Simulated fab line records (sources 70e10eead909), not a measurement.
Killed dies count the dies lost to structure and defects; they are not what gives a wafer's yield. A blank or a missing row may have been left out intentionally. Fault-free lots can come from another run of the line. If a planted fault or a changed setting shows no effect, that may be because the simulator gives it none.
fab line records    flow nand-harc
record: lots: 24  wafers: 72  last-day: 24
route steps=1159 shown P_GATE@143 P_CONTACT@218 P_M0@277
lots that met no fault: from a run of the same line without faults
start-h: start of the lot's first displayed wafer, in hours after the record's first day    wait-h: how many hours have passed since the lot's step before this one    " unchanged from the row above    L1.1+2: several wafers, shown together as one row    - no value, or no start given    * or withheld: withheld    < > ~ a bound
route shown NAME@n: a module of which the file shows steps, and the number in the route of the first    usual: mean/standard deviation of fault-free wafers    same: alike in all rows    chamber/n: place in a boat    sites: per-site readings    _std_site: standard deviation of those values    _edge_site: inner sites' mean taken away from outer sites' mean    radius-mm: how far each site lies from the wafer's centre    mask NAME#n: copy n    behind: tool/chamber where the wafer was last shaped    hold: why the lot was held/for how many hours/how that ended    device: which transistor (n, p or np) failed to switch    end of line: the same wafers' tests at the end of the route    where a step has no rows: the recipe by itself    killed: dies that structure and defects cost at the first sort, which is not the same as the wafer's yield    map: dies across one wafer; x = killed, . = not, _ = none there
set.NAME: the run value of the setting; set.NAME@STEP: its run value at that earlier step    model.NAME: the simulator's own value behind a step, which no gauge read
one table for each step of the route and one row for each wafer, over a sample of lots
services: a tool's chamber out of use, with start hour (start-h, from the record's first day; less than 0 if before it), hours out, and reason
== steps ==
step: NHARC_P_GATE_INSPECT_28
usual: raw-defect-count: 7/3.2
lot.wafer  tool               chamber  start-h  wait-h  raw-defect-count
L074.2     defect-inspect-02  -        95.85    0.0     4
L074.3     "                  -        "        "       5
L074.5     "                  -        "        "       3
L075.1     defect-inspect-01  -        96.18    0.0     7
L075.3     "                  -        "        "       10
L075.6     "                  -        "        "       4
L076.2     defect-inspect-01  -        102.74   0.0     4
L076.3     "                  -        "        "       5
L076.4     "                  -        "        "       5
L078.1     defect-inspect-01  -        110.19   0.0     6
L078.4     "                  -        "        "       5
L078.5     "                  -        "        "       8
L077.3     defect-inspect-01  -        110.41   0.0     6
L077.5     "                  -        "        "       7
L077.6     "                  -        "        "       7
L079.4     defect-inspect-01  -        118.52   0.0     10
L079.5     "                  -        "        "       4
L079.6     "                  -        "        "       10
L080.2     defect-inspect-01  -        124.58   0.0     2
L080.4     "                  -        "        "       9
L080.5     "                  -        "        "       9
L082.1     defect-inspect-02  -        132.89   0.0     7
L082.4     "                  -        "        "       9
L082.5     "                  -        "        "       5
L081.2     defect-inspect-02  -        133.49   0.0     11
L081.5     "                  -        "        "       6
L081.6     "                  -        "        "       4
L083.1     defect-inspect-02  -        140.44   0.0     7
L083.3     "                  -        "        "       4
L083.5     "                  -        "        "       4
L084.1     defect-inspect-02  -        146.60   0.1     3
L084.5     "                  -        "        "       7
L084.6     "                  -        "        "       4
L087.1     defect-inspect-02  -        163.75   0.0     6
L087.3     "                  -        "        "       4
L087.5     "                  -        "        "       8
L088.1     defect-inspect-01  -        164.43   0.0     6
L088.4     "                  -        "        "       14
L088.5     "                  -        "        "       3
L086.1     defect-inspect-01  -        165.07   0.0     6
L086.5     "                  -        "        "       5
L086.6     "                  -        "        "       10
L085.1     defect-inspect-02  -        165.46   0.0     6
L085.3     "                  -        "        "       4
L085.5     "                  -        "        "       11
L089.3     defect-inspect-02  -        177.48   0.0     8
L089.4     "                  -        "        "       10
L089.5     "                  -        "        "       12
L090.1     defect-inspect-01  -        185.90   0.0     3
L090.3     "                  -        "        "       3
L090.5     "                  -        "        "       5
L091.1     defect-inspect-02  -        186.05   0.0     3
L091.3     "                  -        "        "       5
L091.6     "                  -        "        "       3
L093.3     defect-inspect-02  -        203.73   0.0     13
L093.4     "                  -        "        "       4
L093.6     "                  -        "        "       4
L092.1     defect-inspect-01  -        204.73   0.0     6
L092.2     "                  -        "        "       15
L092.6     "                  -        "        "       16
L094.1     defect-inspect-01  -        205.02   0.0     2
L094.3     "                  -        "        "       5
L094.6     "                  -        "        "       2
L095.4     defect-inspect-01  -        217.99   0.0     5
L095.5     "                  -        "        "       9
L095.6     "                  -        "        "       4
L096.1     defect-inspect-01  -        218.16   0.0     4
L096.2     "                  -        "        "       8
L096.5     "                  -        "        "       10
L097.1     defect-inspect-01  -        224.84   0.0     1
L097.2     "                  -        "        "       11
L097.5     "                  -        "        "       9
step: NHARC_P_GATE_ETCH_32
recipe: target-depth-a: 1500  over-etch-frac: 1  over-etch-ion-energy-ev: 40  time-s: 100.1  hbr-flow-sccm: 150  cl2-flow-sccm: 50  rf-w: 400  icp-w: 400  bias-w: 100  chemistry: HBr/Cl2
usual: drypump-motor-current-A: 5.7/0.42  oes-product-au: 1.002/0.016  rf-fwd-power-W: 396.8/1.5  throttle-valve-pct: 26.405/0.0094
lot.wafer  tool       chamber  start-h  wait-h  drypump-motor-current-A  oes-product-au  rf-fwd-power-W  rf-hours-counter-h  throttle-valve-pct
L074.3     rie-si-06  0        96.37    -       5.6                      0.988           400.8           0.7                 26.409
L074.2     "          2        "        "       6.1                      0.978           394.0           0.9                 26.394
L074.5     "          1        "        "       4.9                      0.984           395.5           -                   26.420
L075.1     rie-si-01  2        96.74    -       5.7                      1.010           396.9           1.3                 26.404
L075.3     "          0        "        "       5.8                      0.997           396.0           1.3                 26.419
L075.6     "          2        "        "       5.6                      1.017           397.4           -                   26.403
L076.2     rie-si-06  0        103.48   -       5.5                      1.001           399.2           0.7                 26.412
L076.3     "          1        "        "       4.9                      1.004           397.8           0.9                 26.416
L076.4     "          3        "        "       5.8                      1.000           396.7           0.8                 26.398
L078.4     rie-si-01  2        111.10   -       5.7                      1.030           396.9           1.5                 26.415
L078.1     "          0        "        "       5.9                      0.998           395.8           1.4                 26.406
L078.5     "          1        "        "       6.3                      0.980           395.8           -                   26.398
L077.3     rie-si-06  0        111.47   -       5.5                      1.000           399.3           0.9                 26.430
L077.6     "          0        "        "       5.5                      0.998           399.8           -                   26.405
L077.5     "          1        "        "       4.9                      0.993           397.6           -                   26.403
L079.4     rie-si-06  2        119.26   -       6.1                      0.989           394.6           1.0                 26.419
L079.6     "          3        "        "       5.8                      1.014           394.8           -                   26.406
L079.5     "          0        "        "       5.5                      1.007           399.4           -                   26.412
L080.4     rie-si-02  1        125.85   -       5.8                      1.020           395.3           0.6                 26.389
L080.2     "          3        "        "       6.1                      1.003           396.3           0.6                 26.407
L080.5     "          2        "        "       5.5                      1.002           395.1           -                   26.413
L082.1     rie-si-06  2        134.02   -       6.1                      0.985           396.0           1.2                 26.412
L082.4     "          0        "        "       5.5                      1.015           397.5           1.2                 26.407
L082.5     "          2        "        "       6.1                      0.979           395.7           -                   26.396
L081.2     rie-si-02  1        134.06   -       5.8                      1.024           396.2           0.8                 26.406
L081.5     "          1        "        "       5.8                      1.024           396.1           -                   26.405
L081.6     "          2        "        "       5.5                      1.015           392.3           -                   26.407
L083.1     rie-si-01  0        141.01   -       5.8                      0.991           398.8           0.0                 26.390
L083.3     "          1        "        "       6.4                      0.995           397.3           0.0                 26.411
L083.5     "          3        "        "       5.1                      1.004           397.9           -                   26.395
L084.1     rie-si-01  1        147.17   -       6.3                      0.998           396.3           0.1                 26.417
L084.6     "          2        "        "       5.6                      1.022           399.2           -                   26.413
L084.5     "          3        "        "       5.0                      0.992           395.1           -                   26.415
L087.1     rie-si-01  2        164.71   -       5.6                      1.028           397.4           0.3                 26.393
L087.3     "          0        "        "       5.8                      0.996           396.7           0.2                 26.391
L087.5     "          3        "        "       5.0                      0.992           399.2           -                   26.413
L088.4     rie-si-06  3        165.19   -       5.8                      1.004           397.9           1.3                 26.416
L088.1     "          0        "        "       5.5                      1.009           399.3           1.4                 26.409
L088.5     "          2        "        "       6.1                      0.963           396.1           -                   26.394
L086.1     rie-si-01  3        166.18   -       5.0                      0.992           397.2           0.4                 26.422
L086.5     "          0        "        "       5.8                      0.992           396.7           -                   26.423
L086.6     "          1        "        "       6.3                      1.003           398.5           -                   26.404
L085.1     rie-si-02  0        166.62   -       5.7                      1.000           397.1           1.0                 26.403
L085.3     "          2        "        "       5.5                      1.004           392.1           1.1                 26.406
L085.5     "          0        "        "       5.7                      0.988           398.0           -                   26.420
L089.4     rie-si-06  2        178.06   -       6.1                      0.964           395.9           1.7                 26.401
L089.3     "          3        "        "       5.8                      1.012           395.7           1.4                 26.396
L089.5     "          1        "        "       4.9                      0.985           398.1           -                   26.398
L090.3     rie-si-02  3        186.65   -       6.1                      1.003           394.3           1.2                 26.410
L090.1     "          1        "        "       5.8                      1.020           396.6           1.2                 26.391
L090.5     "          3        "        "       6.1                      0.984           396.9           -                   26.395
L091.1     rie-si-01  0        186.76   -       5.8                      0.990           395.5           0.5                 26.392
L091.3     "          1        "        "       6.3                      1.014           396.5           0.5                 26.403
L091.6     "          2        "        "       5.6                      1.034           399.1           -                   26.394
L093.3     rie-si-02  0        204.32   -       5.7                      0.996           396.1           1.4                 26.403
L093.4     "          2        "        "       5.5                      1.006           395.9           1.5                 26.395
L093.6     "          1        "        "       5.8                      1.030           395.9           -                   26.406
L092.1     rie-si-01  0        205.32   -       5.8                      0.999           396.3           0.6                 26.409
L092.2     "          1        "        "       6.3                      1.011           396.7           0.6                 26.406
L092.6     "          3        "        "       5.0                      0.996           395.8           -                   26.407
L094.3     rie-si-02  0        205.69   -       5.7                      0.991           396.4           1.5                 26.398
L094.1     "          1        "        "       5.8                      1.024           396.4           1.5                 26.412
L094.6     "          1        "        "       5.8                      1.023           395.3           -                   26.399
L095.4     rie-si-01  3        218.53   -       5.1                      1.001           397.7           0.9                 26.406
L095.5     "          2        "        "       5.6                      1.033           398.6           -                   26.418
L095.6     "          3        "        "       5.1                      0.994           398.0           -                   26.398
L096.1     rie-si-06  0        218.91   -       5.5                      0.998           398.3           0.3                 26.388
L096.2     "          1        "        "       4.9                      1.001           396.3           0.3                 26.392
L096.5     "          3        "        "       5.8                      1.036           394.7           -                   26.419
L097.1     rie-si-06  2        225.51   -       6.1                      0.977           396.5           0.2                 26.418
L097.2     "          3        "        "       5.8                      1.034           394.1           0.4                 26.402
L097.5     "          2        "        "       6.2                      0.971           396.8           -                   26.413
step: NHARC_P_GATE_DESCUM_93
recipe: time-s: 3  o2-flow-sccm: 200  ar-flow-sccm: 0  bias-power-w: 0  chemistry: O2
usual: drypump-motor-current-A: 5.9/0.49  oes-product-au: 1.004/0.011  rf-vpp-V: 57.6/0.9  showerhead-plenum-p-Torr: 1.86/0.066  throttle-valve-pct: 11.311/0.0076
same: bias-power-w: 0
lot.wafer  tool         chamber  start-h  wait-h  drypump-motor-current-A  oes-product-au  rf-hours-counter-h  rf-vpp-V  showerhead-plenum-p-Torr  throttle-valve-pct
L074.3     rie-diel-12  2        113.46   -       5.4                      0.993           10                  56.5      1.93                      11.310
L074.2     "            3        "        "       6.3                      1.007           12                  57.0      1.79                      11.320
L074.5     "            2        "        "       5.4                      0.998           -                   58.7      1.93                      11.324
L075.3     rie-diel-08  2        113.77   -       6.1                      1.004           33                  56.9      1.79                      11.310
L075.1     "            1        "        "       6.5                      0.986           36                  58.6      1.81                      11.313
L075.6     "            3        "        "       6.0                      0.997           -                   57.5      1.90                      11.307
L076.3     rie-diel-12  3        118.29   -       6.3                      1.015           14                  59.1      1.79                      11.321
L076.2     "            0        "        "       6.6                      1.011           15                  57.7      1.90                      11.312
L076.4     "            1        "        "       6.0                      0.987           15                  56.4      1.89                      11.302
L078.1     rie-diel-12  1        126.17   -       6.0                      0.995           16                  56.3      1.89                      11.306
L078.4     "            3        "        "       6.3                      1.018           15                  57.4      1.79                      11.310
L078.5     "            0        "        "       6.6                      0.996           -                   58.9      1.90                      11.314
L077.3     rie-diel-05  0        126.59   -       5.8                      1.006           49                  56.2      1.81                      11.309
L077.5     "            3        "        "       4.8                      1.002           -                   57.5      1.87                      11.315
L077.6     "            0        "        "       5.9                      1.004           -                   56.8      1.81                      11.306
L079.4     rie-diel-12  3        134.10   -       6.3                      1.009           16                  57.6      1.79                      11.322
L079.6     "            1        "        "       6.0                      0.999           -                   58.8      1.89                      11.300
L079.5     "            2        "        "       5.4                      1.004           -                   59.3      1.93                      11.329
L080.2     rie-diel-12  1        140.77   -       6.0                      1.001           19                  56.4      1.89                      11.305
L080.4     "            2        "        "       5.4                      1.000           16                  56.9      1.93                      11.311
L080.5     "            0        "        "       6.6                      1.016           -                   56.5      1.90                      11.313
L081.2     rie-diel-08  3        149.15   -       6.0                      1.007           5                   57.4      1.90                      11.316
L081.5     "            1        "        "       6.5                      0.978           -                   57.9      1.81                      11.301
L081.6     "            2        "        "       6.0                      1.011           -                   57.4      1.78                      11.317
L082.4     rie-diel-05  2        154.90   -       6.4                      1.001           50                  58.3      1.77                      11.312
L082.1     "            0        "        "       5.9                      0.997           58                  56.9      1.81                      11.312
L082.5     "            3        "        "       4.8                      0.996           -                   57.5      1.87                      11.306
L083.1     rie-diel-05  1        158.07   -       6.0                      1.013           56                  57.7      1.86                      11.297
L083.3     "            2        "        "       6.3                      1.015           51                  58.2      1.77                      11.311
L083.5     "            0        "        "       5.9                      1.005           -                   58.0      1.81                      11.318
L084.1     rie-diel-08  2        161.94   -       6.0                      1.003           11                  55.8      1.78                      11.296
L084.5     "            2        "        "       6.0                      1.004           -                   57.0      1.78                      11.319
L084.6     "            3        "        "       6.0                      1.006           -                   57.0      1.90                      11.291
L088.4     rie-diel-08  0        180.34   -       5.8                      1.004           18                  58.4      1.81                      11.302
L088.1     "            2        "        "       6.0                      1.005           23                  58.1      1.78                      11.317
L088.5     "            0        "        "       5.9                      1.007           -                   57.8      1.81                      11.315
L087.3     rie-diel-12  1        181.82   -       5.9                      1.004           27                  57.5      1.88                      11.322
L087.1     "            2        "        "       5.4                      0.999           26                  57.1      1.93                      11.305
L087.5     "            3        "        "       6.3                      1.023           -                   55.7      1.79                      11.303
L086.1     rie-diel-05  2        183.30   -       6.3                      1.018           4                   58.1      2.08                      11.323
L086.5     "            3        "        "       4.8                      1.019           -                   58.4      1.87                      11.312
L086.6     "            0        "        "       5.9                      0.997           -                   56.6      1.80                      11.312
L085.3     rie-diel-08  1        186.55   -       6.5                      0.991           13                  58.6      1.81                      11.308
L085.1     "            2        "        "       6.0                      0.999           25                  56.4      1.78                      11.312
L085.5     "            2        "        "       6.0                      0.996           -                   57.1      1.78                      11.310
L089.3     rie-diel-12  1        192.71   -       5.9                      0.992           28                  57.9      1.88                      11.310
L089.4     "            2        "        "       5.4                      1.002           28                  57.7      1.93                      11.311
L089.5     "            2        "        "       5.4                      1.003           -                   56.3      1.93                      11.318
L090.3     rie-diel-12  3        202.07   -       6.3                      1.023           32                  56.7      1.79                      11.312
L090.1     "            1        "        "       6.0                      1.007           32                  56.5      1.88                      11.317
L090.5     "            0        "        "       6.6                      1.010           -                   58.6      1.90                      11.307
L091.1     rie-diel-12  0        202.26   -       6.6                      1.002           32                  58.4      1.90                      11.315
L091.3     "            1        "        "       5.9                      0.998           32                  56.0      1.88                      11.312
L091.6     "            2        "        "       5.4                      0.996           -                   57.3      1.93                      11.317
L093.4     rie-diel-12  1        219.06   -       5.9                      1.018           1                   57.7      1.88                      11.329
L093.3     "            0        "        "       6.6                      0.993           1                   58.6      1.90                      11.301
L093.6     "            2        "        "       5.4                      0.982           -                   58.5      1.93                      11.313
L092.2     rie-diel-08  2        220.32   -       6.0                      1.006           34                  55.9      1.78                      11.312
L092.1     "            3        "        "       6.0                      1.009           35                  59.0      1.89                      11.314
L092.6     "            3        "        "       6.0                      1.007           -                   57.9      1.89                      11.303
L094.1     rie-diel-12  2        220.61   -       5.4                      0.986           1                   57.6      1.93                      11.309
L094.3     "            1        "        "       5.9                      1.020           1                   56.8      1.88                      11.318
L094.6     "            3        "        "       6.3                      1.035           -                   58.1      1.79                      11.308
L095.4     rie-diel-05  0        233.52   -       5.9                      0.995           26                  57.8      1.80                      11.305
L095.5     "            0        "        "       5.8                      0.998           -                   57.4      1.80                      11.303
L095.6     "            1        "        "       5.9                      1.019           -                   58.4      1.85                      11.321
L096.1     rie-diel-05  3        233.75   -       4.8                      1.017           22                  59.1      1.86                      11.306
L096.2     "            1        "        "       6.0                      1.013           30                  58.9      1.85                      11.307
L096.5     "            3        "        "       4.8                      1.015           -                   56.8      1.86                      11.309
L097.2     rie-diel-05  3        240.37   -       4.8                      1.012           25                  58.3      1.86                      11.313
L097.1     "            1        "        "       6.0                      1.009           33                  58.4      1.85                      11.317
L097.5     "            0        "        "       5.9                      0.998           -                   57.8      1.80                      11.306
step: NHARC_P_CONTACT_DEP_00
recipe: target-thk-a: 5000  temp-c: 400  pressure-torr: 6.5  rf-w: 900  teos-flow-sccm: 161.4  flow-sccm: 2650  target-thk-nm: 500  gas: O2  material: SiO2
usual: heater-power-w: 537/94  rf-fwd-power-W: 898.3/2.9  throttle-valve-pct: 15.9/0.62
lot.wafer  tool      chamber  start-h  wait-h  heater-power-w  rf-fwd-power-W  throttle-valve-pct
L075.1     pecvd-02  0        -        -       550             898.0           15.9
L075.3     "         0        "        "       400             899.7           16.2
L075.6     "         0        "        "       445             897.6           15.9
L074.2     pecvd-04  0        117.81   0.3     487             895.0           16.7
L074.3     "         0        "        "       335             892.9           16.9
L074.5     "         0        "        "       379             898.0           16.7
L076.2     pecvd-04  0        121.92   0.3     476             901.9           16.9
L076.4     "         0        "        "       349             898.9           16.5
L076.3     "         2        "        "       549             897.4           16.6
L078.1     pecvd-03  0        -        -       627             898.9           15.6
L078.4     "         1        "        "       424             899.2           14.7
L078.5     "         0        "        "       674             897.0           15.7
L077.3     pecvd-03  2        -        -       603             901.5           15.6
L077.5     "         2        "        "       630             896.3           15.7
L077.6     "         0        "        "       548             895.5           15.6
L079.5     pecvd-03  0        -        -       570             896.4           15.5
L079.6     "         1        "        "       373             893.4           15.0
L079.4     "         2        "        "       576             898.4           15.4
L080.2     pecvd-04  2        -        -       621             899.5           16.7
L080.4     "         1        "        "       551             893.9           16.1
L080.5     "         0        "        "       344             898.0           16.6
L081.2     pecvd-04  1        -        -       682             897.2           16.1
L081.6     "         0        "        "       445             901.1           16.5
L081.5     "         1        "        "       702             896.0           16.1
L082.1     pecvd-03  0        -        -       551             897.0           15.6
L082.5     "         0        "        "       583             894.5           15.5
L082.4     "         1        "        "       478             894.2           15.0
L083.1     pecvd-04  2        -        -       530             898.7           16.9
L083.3     "         1        "        "       705             894.1           16.0
L083.5     "         0        "        "       464             905.0           16.8
L084.1     pecvd-04  0        -        -       485             899.5           16.9
L084.6     "         2        "        "       526             902.9           16.9
L084.5     "         1        "        "       537             899.8           15.9
L088.1     pecvd-02  2        -        -       516             899.3           15.3
L088.5     "         0        "        "       465             899.4           15.7
L088.4     "         1        "        "       583             896.3           15.7
L087.1     pecvd-04  1        -        -       667             902.4           16.1
L087.3     "         2        "        "       591             898.5           16.6
L087.5     "         2        "        "       614             892.6           16.9
L086.1     pecvd-04  1        -        -       690             898.8           16.1
L086.6     "         2        "        "       527             897.4           16.8
L086.5     "         0        "        "       461             901.4           16.7
L085.1     pecvd-02  1        -        -       606             893.1           15.8
L085.3     "         2        "        "       497             902.9           15.1
L085.5     "         2        "        "       522             900.5           14.9
L089.3     pecvd-02  0        -        -       466             894.5           15.7
L089.4     "         0        "        "       498             895.1           16.0
L089.5     "         1        "        "       687             894.5           16.2
L090.1     pecvd-03  2        -        -       507             903.1           15.9
L090.3     "         0        "        "       547             894.2           15.6
L090.5     "         0        "        "       589             889.5           15.9
L091.1     pecvd-02  2        -        -       548             898.7           15.3
L091.3     "         0        "        "       466             894.0           15.7
L091.6     "         1        "        "       719             901.8           15.8
L093.3     pecvd-03  0        -        -       601             898.7           15.8
L093.6     "         0        "        "       635             897.4           15.7
L093.4     "         2        "        "       563             899.6           15.6
L092.2     pecvd-04  0        -        -       387             898.6           16.0
L092.1     "         1        "        "       697             890.3           16.4
L092.6     "         0        "        "       406             898.3           15.9
L094.3     pecvd-02  2        -        -       544             902.8           15.3
L094.1     "         0        "        "       449             897.9           15.8
L094.6     "         2        "        "       563             905.1           15.2
L095.4     pecvd-04  1        -        -       642             898.1           16.3
L095.5     "         2        "        "       489             893.0           16.7
L095.6     "         0        "        "       443             901.5           16.0
L096.2     pecvd-03  2        -        -       556             899.8           15.6
L096.1     "         0        "        "       564             898.0           15.8
L096.5     "         0        "        "       589             899.7           15.9
L097.2     pecvd-02  0        -        -       507             898.2           15.7
L097.1     "         2        "        "       447             896.4           15.0
L097.5     "         2        "        "       485             900.9           15.1
step: NHARC_P_CONTACT_CVD_23
recipe: target-thk-a: 2000  temp-c: 300  pressure-torr: 40  wf6-flow-sccm: 40  h2-flow-sccm: 1600  ar-flow-sccm: 1560  time-s: 557  material: W
usual: heater-power-w: 453/24  throttle-valve-pct: 7.88/0.2
lot.wafer  tool      chamber  start-h  wait-h  heater-power-w  throttle-valve-pct
L075.1     cvd-w-01  0        -        -       447             7.79
L075.3     "         1        "        "       469             7.34
L075.6     "         0        "        "       451             8.20
L074.2     cvd-w-02  1        -        -       420             8.08
L074.3     "         0        "        "       472             7.84
L074.5     "         0        "        "       478             7.81
L076.2     cvd-w-01  1        -        -       477             7.58
L076.3     "         0        "        "       450             7.75
L076.4     "         1        "        "       472             7.87
L078.1     cvd-w-02  0        -        -       466             7.88
L078.4     "         1        "        "       422             8.01
L078.5     "         1        "        "       422             8.21
L077.3     cvd-w-02  1        -        -       418             8.04
L077.6     "         1        "        "       404             8.07
L077.5     "         0        "        "       455             7.93
L079.4     cvd-w-02  1        -        -       418             8.05
L079.6     "         1        "        "       405             7.80
L079.5     "         0        "        "       470             7.78
L080.2     cvd-w-02  0        -        -       476             7.80
L080.4     "         0        "        "       469             7.92
L080.5     "         0        "        "       485             7.79
L081.2     cvd-w-02  0        -        -       464             7.91
L081.5     "         1        "        "       410             8.01
L081.6     "         0        "        "       470             7.74
L082.1     cvd-w-01  1        -        -       481             7.73
L082.4     "         1        "        "       488             7.48
L082.5     "         0        "        "       447             7.85
L083.1     cvd-w-01  1        -        -       482             7.55
L083.3     "         0        "        "       446             7.80
L083.5     "         1        "        "       481             7.48
L084.1     cvd-w-02  1        -        -       419             7.91
L084.5     "         1        "        "       418             8.02
L084.6     "         1        "        "       425             8.28
L088.1     cvd-w-02  1        -        -       428             8.07
L088.4     "         1        "        "       422             8.01
L088.5     "         0        "        "       474             7.80
L087.1     cvd-w-02  1        -        -       419             8.35
L087.3     "         0        "        "       465             7.95
L087.5     "         1        "        "       418             8.10
L086.1     cvd-w-01  0        -        -       441             7.87
L086.5     "         1        "        "       484             7.61
L086.6     "         0        "        "       453             7.86
L085.1     cvd-w-01  0        -        -       443             7.95
L085.3     "         1        "        "       487             7.66
L085.5     "         0        "        "       454             8.02
L089.4     cvd-w-01  0        -        -       450             7.92
L089.3     "         1        "        "       482             7.60
L089.5     "         0        "        "       447             7.99
L090.1     cvd-w-02  0        -        -       462             7.83
L090.3     "         0        "        "       462             7.93
L090.5     "         0        "        "       465             7.64
L091.1     cvd-w-01  0        -        -       451             8.01
L091.3     "         1        "        "       481             7.89
L091.6     "         0        "        "       456             7.78
L093.3     cvd-w-01  0        -        -       442             8.16
L093.4     "         1        "        "       481             7.69
L093.6     "         1        "        "       481             7.84
L092.2     cvd-w-02  1        -        -       420             8.22
L092.1     "         0        "        "       468             7.82
L092.6     "         0        "        "       460             7.82
L094.1     cvd-w-02  0        -        -       479             7.73
L094.3     "         0        "        "       459             8.11
L094.6     "         1        "        "       443             8.00
L096.2     cvd-w-02  1        -        -       444             8.08
L096.1     "         0        "        "       458             7.72
L096.5     "         1        "        "       438             8.15
L095.4     cvd-w-01  1        -        -       476             7.55
L095.5     "         0        "        "       462             7.94
L095.6     "         1        "        "       490             7.60
L097.2     cvd-w-02  1        -        -       435             7.78
L097.1     "         0        "        "       473             7.69
L097.5     "         1        "        "       441             8.18
step: NHARC_P_M0_ANNEAL_30
recipe: temp-c: 225  time-s: 90
usual: anneal-temp-c-max: 225.8/0.3  wafer_temp_C_max: 226.02/0.29
lot.wafer  tool           chamber  start-h  wait-h  anneal-temp-c-max  wafer_temp_C_max
L075.1     rtp-anneal-02  0        129.72   -       225.7              226.08
L075.3     "              0        "        "       225.4              226.22
L075.6     "              0        "        "       225.3              225.73
L074.2     rtp-anneal-02  0        131.83   -       226.1              226.14
L074.3     "              0        "        "       226.0              225.95
L074.5     "              0        "        "       226.0              226.07
L076.2     rtp-anneal-01  0        139.05   -       225.9              225.81
L076.3     "              0        "        "       226.3              225.98
L076.4     "              0        "        "       225.6              225.85
L078.1     rtp-anneal-01  0        142.54   0.3     226.1              225.83
L078.4     "              0        "        "       225.9              225.66
L078.5     "              0        "        "       226.3              225.55
L077.3     rtp-anneal-02  0        143.20   -       225.3              225.93
L077.5     "              0        "        "       225.4              226.17
L077.6     "              0        "        "       225.6              226.30
L079.4     rtp-anneal-01  0        147.05   0.3     225.8              225.77
L079.5     "              0        "        "       226.5              225.61
L079.6     "              0        "        "       225.7              225.77
L080.2     rtp-anneal-01  0        152.07   -       226.0              225.92
L080.4     "              0        "        "       225.7              225.90
L080.5     "              0        "        "       226.2              225.73
L081.2     rtp-anneal-02  0        160.91   0.4     225.3              226.00
L081.5     "              0        "        "       225.6              226.15
L081.6     "              0        "        "       225.7              226.00
L082.1     rtp-anneal-01  0        171.74   0.3     226.1              225.71
L082.4     "              0        "        "       226.0              225.76
L082.5     "              0        "        "       225.9              225.72
L083.1     rtp-anneal-01  0        174.85   0.3     225.9              226.00
L083.3     "              0        "        "       225.8              226.05
L083.5     "              0        "        "       225.8              225.85
L084.1     rtp-anneal-01  0        178.17   -       226.4              225.70
L084.5     "              0        "        "       226.1              226.23
L084.6     "              0        "        "       225.8              226.21
L088.1     rtp-anneal-02  0        190.96   0.3     225.6              225.93
L088.4     "              0        "        "       225.8              225.51
L088.5     "              0        "        "       225.6              226.64
L087.1     rtp-anneal-02  0        196.31   0.3     225.8              226.51
L087.3     "              0        "        "       225.8              225.89
L087.5     "              0        "        "       225.7              225.94
L086.1     rtp-anneal-01  0        196.96   0.3     225.9              225.95
L086.5     "              0        "        "       225.7              225.64
L086.6     "              0        "        "       225.8              225.78
L085.1     rtp-anneal-02  0        198.38   0.3     225.4              225.73
L085.3     "              0        "        "       225.3              226.45
L085.5     "              0        "        "       225.5              226.19
L089.3     rtp-anneal-01  0        207.97   0.3     226.1              226.09
L089.4     "              0        "        "       226.2              225.94
L089.5     "              0        "        "       225.9              226.06
L090.1     rtp-anneal-01  0        215.97   -       226.0              226.02
L090.3     "              0        "        "       225.9              226.04
L090.5     "              0        "        "       226.1              226.22
L091.1     rtp-anneal-01  0        216.30   0.3     225.9              225.38
L091.3     "              0        "        "       225.8              225.87
L091.6     "              0        "        "       225.9              225.68
L093.3     rtp-anneal-01  0        231.34   0.3     226.6              225.65
L093.4     "              0        "        "       225.9              225.50
L093.6     "              0        "        "       226.0              225.63
L092.1     rtp-anneal-02  0        236.16   0.3     225.8              226.60
L092.2     "              0        "        "       225.7              226.35
L092.6     "              0        "        "       225.6              226.13
L094.1     rtp-anneal-01  0        236.69   -       225.7              226.08
L094.3     "              0        "        "       226.4              225.64
L094.6     "              0        "        "       226.1              225.82
L096.1     rtp-anneal-01  0        244.94   -       226.3              225.85
L096.2     "              0        "        "       226.2              226.07
L096.5     "              0        "        "       226.1              225.57
L095.4     rtp-anneal-02  0        245.17   0.4     225.6              226.45
L095.5     "              0        "        "       225.5              226.39
L095.6     "              0        "        "       225.5              226.32
L097.1     rtp-anneal-02  0        252.67   -       225.5              226.33
L097.2     "              0        "        "       225.7              226.79
L097.5     "              0        "        "       225.7              226.15
== services ==
tool         chamber  start-h  hours  kind
rie-diel-12  2        77.45    16.1   repair
pecvd-04     1        108.37   30.6   repair
rie-diel-05  1        111.20   11.6   repair
pecvd-03     -        111.64   13.0   pm
cvd-w-01     -        111.86   13.0   pm
pecvd-02     1        117.31   6.2    repair
rie-diel-05  2        120.03   6.4    repair
rie-si-01    -        127.00   9.0    pm
rie-diel-05  2        139.06   1.9    repair
cvd-w-02     -        148.95   0.7    repair
pecvd-02     -        153.19   13.0   pm
cvd-w-02     -        155.43   1.5    repair
rie-diel-12  1        161.78   6.8    repair
cvd-w-02     0        162.86   12.0   repair
rie-diel-12  0        180.73   6.9    repair
rie-si-06    -        183.00   9.0    pm
rie-si-01    0        193.68   10.0   repair
pecvd-04     -        195.04   13.0   pm
cvd-w-02     -        195.95   13.0   pm
rie-diel-12  -        202.54   9.0    pm
rie-si-06    -        208.23   0.2    repair
rie-diel-12  1        232.61   3.2    repair
cvd-w-02     -        241.38   1.6    repair
cvd-w-02     -        251.06   0.5    repair
== key ==
fault none
